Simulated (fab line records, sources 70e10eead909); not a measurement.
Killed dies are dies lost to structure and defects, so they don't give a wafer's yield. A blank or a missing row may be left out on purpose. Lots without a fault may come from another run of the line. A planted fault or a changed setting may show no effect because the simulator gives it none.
A struck lot beside a sound one | flow nand_harc | 13 steps out of a route of 1302
Sound: wafers L844.1, L844.5, L844.6. Struck: wafers L845.3, L845.4, L845.5. The cause comes at the end.
At each step with rows: each side's tool, then ch and its chambers, then its first start. Under that, the readings that differ: sound wafers | struck wafers | difference of the means | sigmas: that difference in standard deviations of wafers without a fault.
alike: readings whose means differ by less than 2 such deviations, and words and numbers that are the same on both sides. not compared: withheld readings, readings that some wafer has no value for, bounds like >300 that may hide the same value, and numbers for which the record gives no deviation and whose values overlap.
The two part at a step that has a row with sigmas, a row that says differs or no value, or rows on one side only. Numbers that don't overlap but have no deviation are shown without sigmas and don't part them. A reading that every wafer of one side lacks parts them only if that side has two wafers or more.

NHARC_A_M0_PRE_CLEAN_29: time 30 s.
  sound on pvd_sputter-01; struck on pvd_sputter-02
  alike: heater_power_w
NHARC_A_M0_PVD_20: deposits TaN, target thk 5 nm, time 8.06 s.
  sound on pvd_sputter-01; struck on pvd_sputter-02
  alike: cathode_dc_power_W, throttle_valve_pct
then, 2 steps without rows for these wafers: NHARC_A_M0_PVD_21 (deposits Cu, target thk 30 nm, time 20.49 s); NHARC_A_M0_ECD_22 (material Cu, target thk 400 nm).
NHARC_A_M0_ANNEAL_30: time 90 s.
  sound on rtp_anneal-01 ch 0, day 25 07:35; struck on rtp_anneal-01 ch 0, day 25 23:26
  alike: wafer_temp_C_max
NHARC_A_M0_CMP_23: polishes, t overpolish 20 s, target thk 113.75 nm.
  sound on cmp-02 ch 0,1,3, day 25 08:01; struck on cmp-02 ch 0,3, day 25 23:40
  alike: motor_current_A, retaining_ring_pressure_frac, time_to_endpoint_s
NHARC_A_M0_THK_MEAS_24: measures by xrf.
  sound on film_metro-01, day 25 08:14; struck on film_metro-01, day 25 23:59
  alike: thk_nm
then, 1 step without rows for these wafers: NHARC_A_M0_SRD_25.
NHARC_A_M0_INSPECT_27:
  sound on defect_inspect-02, day 25 08:24; struck on defect_inspect-02, day 26 00:08
  alike: raw_defect_count
then, 1 step without rows for these wafers: NHARC_A_M0_PRE_CLEAN_31 (time 12 s).
NHARC_A_M0_DEP_32: deposits SiCN, target thk 30 nm.
  sound on pecvd-02 ch 0,2, day 25 08:43; struck on pecvd-03 ch 0,2, day 26 00:17
  reading                  | sound       | struck      | difference | sigmas
  heater_power_outer_w (W) | 516 449 509 | 330 332 186 | -209       | -3
  heater_power_w (W)       | 779 756 779 | 573 580 405 | -252       | -3
  alike: chamber_pressure_Torr
NHARC_A_M1_DEP_00: deposits SiOC, target thk 182.5 nm.
  sound on pecvd-01 ch 0,1,2, day 25 09:05; struck on pecvd-02 ch 0,1,2, day 26 00:47
  no value came back on the struck wafers for chamber_pressure_Torr (Torr), rf_fwd_power_W (W); on the sound wafers chamber_pressure_Torr (Torr) reads 4.989 5.036 5.014
then, 1 step without rows for these wafers: NHARC_A_M1_DEHYDRATE_01 (time 120 s).

WHERE THEY PART
First at NHARC_A_M0_DEP_32; last, within this record, at NHARC_A_M1_DEP_00.

WHY: what the simulator had put in
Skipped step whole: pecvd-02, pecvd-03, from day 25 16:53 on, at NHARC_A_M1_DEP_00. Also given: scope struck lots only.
